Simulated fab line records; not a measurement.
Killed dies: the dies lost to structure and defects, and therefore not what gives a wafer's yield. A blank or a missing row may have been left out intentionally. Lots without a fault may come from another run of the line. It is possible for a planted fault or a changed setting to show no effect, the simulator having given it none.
The same fault as seen by 2 desks || flow n5-finfet || every desk sees just its own numbers, and what lay behind them comes last

== THE METROLOGY DESK ==
Means of the sampled wafers that have a number, per lot and without regard to the tool the lot ran on: this is what the gauges read. Any lot whose mean is over 4 standard deviations away from the usual mean is out of limits and marked OUT; that distance is given in the brackets. Of its 11 readings 7 are shown: those that lie furthest out on some lot.
Columns: A = M2_THK at N5_BEOL_M2_THK_MEAS_53, usual 40.2 nm; B = DIBL_P at N5_BEOL_M4_RC_MEAS_101, usual 35 mV/V; C = IOFF_P at N5_BEOL_M4_RC_MEAS_101, usual 0.20 nA/um; D = SS_N at N5_BEOL_M4_RC_MEAS_101, usual 71.2 mV/dec; E = SS_P at N5_BEOL_M4_RC_MEAS_101, usual 73.0 mV/dec; F = VT_N at N5_BEOL_M4_RC_MEAS_101, usual 252 mV; G = VT_P at N5_BEOL_M4_RC_MEAS_101, usual -251 mV
{"lot": "L703", "first seen here": "day 8 00:23", "A": 42.7, "B": 40, "C": 0.28, "D": 72.3, "E": 74.3, "F": 245, "G": -246}
{"lot": "L705", "first seen here": "day 8 14:01", "A": 41.5, "B": 35, "C": 0.17, "D": 70.9, "E": 73.1, "F": 253, "G": -254}
{"lot": "L720", "first seen here": "day 12 05:41", "A": 41.0, "B": 33, "C": 0.14, "D": 70.2, "E": 72.0, "F": 256, "G": -255}
{"lot": "L719", "first seen here": "day 12 06:08", "A": 41.4, "B": 33, "C": 0.17, "D": 70.4, "E": 73.2, "F": 253, "G": -251}
{"lot": "L721", "first seen here": "day 12 09:22", "A": 40.1, "B": 32, "C": 0.13, "D": 70.2, "E": 72.3, "F": 259, "G": -260}
{"lot": "L722", "first seen here": "day 12 10:59", "A": 38.2, "B": 32, "C": 0.14, "D": 70.4, "E": 72.6, "F": 257, "G": -257}
Finding of this desk: none of the 6 lots has anything out of limits.

== DESK OF THE TOOL OWNER: cvd-co-02 ==
The tool's own readings at N5_BEOL_M2_CO_CAP_55 (material Co, precursor CCTBA/H2, target thk 2 nm, time 102.1 s): means of the sampled wafers that have a number, for each lot that ran on this tool. Any lot whose mean is over 4 standard deviations away from the usual mean is out of limits and marked OUT; that distance is given in the brackets.
Columns: A = heater-power-w at N5_BEOL_M2_CO_CAP_55, usual 229 W; B = run-length-s at N5_BEOL_M2_CO_CAP_55, usual 125.1 s
{"lot": "L703", "first seen here": "day 8 00:27", "A": 236, "B": "91.2 (-62) OUT"}
{"lot": "L705", "first seen here": "day 8 14:07", "A": 236, "B": "108.5 (-30) OUT"}
{"lot": "L722", "first seen here": "day 12 11:04", "A": 232, "B": 125.3}
This desk finds L703, L705 out of limits, L703 being first, at day 8 00:27 (run-length-s at N5_BEOL_M2_CO_CAP_55). L722 stayed within limits.

== TAKEN TOGETHER ==
An alarm could have come from the tool owner's desk at day 8 00:27, on L703, L705.
The metrology desk saw nothing out of limits.
The metrology desk has L703, L705 on record, within its limits.
Of the lots named, all ran N5_BEOL_M2_CO_CAP_55 on cvd-co-02.

== WHAT THE SIMULATOR HAD PUT IN ==
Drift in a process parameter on cvd-co-02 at N5_BEOL_M2_CO_CAP_55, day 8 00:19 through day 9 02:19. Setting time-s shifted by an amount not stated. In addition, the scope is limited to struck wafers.
Shown lots that were struck: L703, L705.
Each desk's first reading out of limits, in hours after the fault started: the tool owner's desk, 0.
